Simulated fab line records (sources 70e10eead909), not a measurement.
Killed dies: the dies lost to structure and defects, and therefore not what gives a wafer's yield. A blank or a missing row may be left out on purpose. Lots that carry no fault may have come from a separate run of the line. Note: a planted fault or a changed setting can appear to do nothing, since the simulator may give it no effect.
Matching of chambers || flow nand-harc || NHARC_A_M0_CMP_23 on cmp-01: 4 sister chambers
The step polishes, t overpolish 20 s, target thk 113.75 nm. 14 wafers are shown with their chamber, then 7 later ones without.

== EACH WAFER AND ITS CHAMBER ==
{"wafer": "L210.4", "chamber": 0, "motor-current-A (A)": 13.5, "time-to-endpoint-s (s)": 32.1, "retaining-ring-pressure-frac": 1.008}
{"wafer": "L210.5", "chamber": 3, "motor-current-A (A)": 11.2, "time-to-endpoint-s (s)": 27.9, "retaining-ring-pressure-frac": 0.994}
{"wafer": "L210.6", "chamber": 0, "motor-current-A (A)": 12.7, "time-to-endpoint-s (s)": 33.0, "retaining-ring-pressure-frac": 1.000}
{"wafer": "L212.2", "chamber": 0, "motor-current-A (A)": 13.2, "time-to-endpoint-s (s)": 31.5, "retaining-ring-pressure-frac": 1.010}
{"wafer": "L212.3", "chamber": 2, "motor-current-A (A)": 13.4, "time-to-endpoint-s (s)": 33.0, "retaining-ring-pressure-frac": 0.996}
{"wafer": "L212.6", "chamber": 2, "motor-current-A (A)": 12.5, "time-to-endpoint-s (s)": 35.2, "retaining-ring-pressure-frac": 1.002}
{"wafer": "L214.1", "chamber": 3, "motor-current-A (A)": 10.7, "time-to-endpoint-s (s)": 33.3, "retaining-ring-pressure-frac": 1.007}
{"wafer": "L214.4", "chamber": 0, "motor-current-A (A)": 12.1, "time-to-endpoint-s (s)": 33.8, "retaining-ring-pressure-frac": 1.007}
{"wafer": "L214.6", "chamber": 1, "motor-current-A (A)": 11.3, "time-to-endpoint-s (s)": 37.6, "retaining-ring-pressure-frac": 1.000}
{"wafer": "L222.1", "chamber": 0, "motor-current-A (A)": 13.0, "time-to-endpoint-s (s)": 28.8, "retaining-ring-pressure-frac": 1.002}
{"wafer": "L222.4", "chamber": 3, "motor-current-A (A)": 10.6, "time-to-endpoint-s (s)": 27.4, "retaining-ring-pressure-frac": 1.002}
{"wafer": "L222.6", "chamber": 1, "motor-current-A (A)": 11.0, "time-to-endpoint-s (s)": 30.7, "retaining-ring-pressure-frac": 0.996}
{"wafer": "L224.1", "chamber": 1, "motor-current-A (A)": 10.7, "time-to-endpoint-s (s)": 31.1, "retaining-ring-pressure-frac": 1.001}
{"wafer": "L224.2", "chamber": 0, "motor-current-A (A)": 12.6, "time-to-endpoint-s (s)": 29.9, "retaining-ring-pressure-frac": 1.005}

SIGNATURES (averages over the wafers above)
{"reading": "motor-current-A", "chamber 0": 12.850, "chamber 1": 11.000, "chamber 2": 12.950, "chamber 3": 10.833, "scatter within a chamber": 0.448}
{"reading": "time-to-endpoint-s", "chamber 0": 31.517, "chamber 1": 33.133, "chamber 2": 34.100, "chamber 3": 29.533, "scatter within a chamber": 2.68}
{"reading": "retaining-ring-pressure-frac", "chamber 0": 1.00533, "chamber 1": 0.99900, "chamber 2": 0.99900, "chamber 3": 1.00100, "scatter within a chamber": 0.00435}
Rule: for each reading, subtract the chamber's mean from the wafer's reading, divide by that reading's scatter and square the result; add these up over the readings and take the root, which gives the wafer's distance from the chamber. If the next closest chamber is less than 2 further off than the closest, the wafer can't be placed; otherwise it belongs to the closest. The scatter: the root of (the sum of the squares of (reading less its chamber's mean) over the shown wafers, divided by (wafers less chambers)).

== WAFERS WITHOUT THEIR CHAMBER ==
{"wafer": "L224.3", "motor-current-A (A)": 12.9, "time-to-endpoint-s (s)": 30.4, "retaining-ring-pressure-frac": 1.006}
{"wafer": "L228.2", "motor-current-A (A)": 12.0, "time-to-endpoint-s (s)": 25.3, "retaining-ring-pressure-frac": 1.005}
{"wafer": "L228.3", "motor-current-A (A)": 12.5, "time-to-endpoint-s (s)": 27.6, "retaining-ring-pressure-frac": 1.010}
{"wafer": "L228.5", "motor-current-A (A)": 12.9, "time-to-endpoint-s (s)": 29.6, "retaining-ring-pressure-frac": 0.997}
{"wafer": "L233.1", "motor-current-A (A)": 13.0, "time-to-endpoint-s (s)": 30.8, "retaining-ring-pressure-frac": 1.003}
{"wafer": "L233.4", "motor-current-A (A)": 12.9, "time-to-endpoint-s (s)": 28.1, "retaining-ring-pressure-frac": 1.000}
{"wafer": "L233.6", "motor-current-A (A)": 11.3, "time-to-endpoint-s (s)": 28.4, "retaining-ring-pressure-frac": 0.999}

== CHAMBER TAKEN BY EACH ==
{"wafer": "L224.3", "from the rows above": "can't be placed: 0 or 2", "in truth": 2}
{"wafer": "L228.2", "from the rows above": "can't be placed: 0 or 3 or 1 or 2", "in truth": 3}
{"wafer": "L228.3", "from the rows above": "can't be placed: 0 or 2", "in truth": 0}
{"wafer": "L228.5", "from the rows above": "can't be placed: 2 or 0", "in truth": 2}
{"wafer": "L233.1", "from the rows above": "can't be placed: 0 or 2", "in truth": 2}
{"wafer": "L233.4", "from the rows above": "can't be placed: 0 or 2", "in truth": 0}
{"wafer": "L233.6", "from the rows above": "can't be placed: 3 or 1", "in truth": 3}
Placed correctly: 0 of 7. From these rows, 7 cannot be placed; in 7 the true chamber is one of the candidates. Placed wrongly: 0.
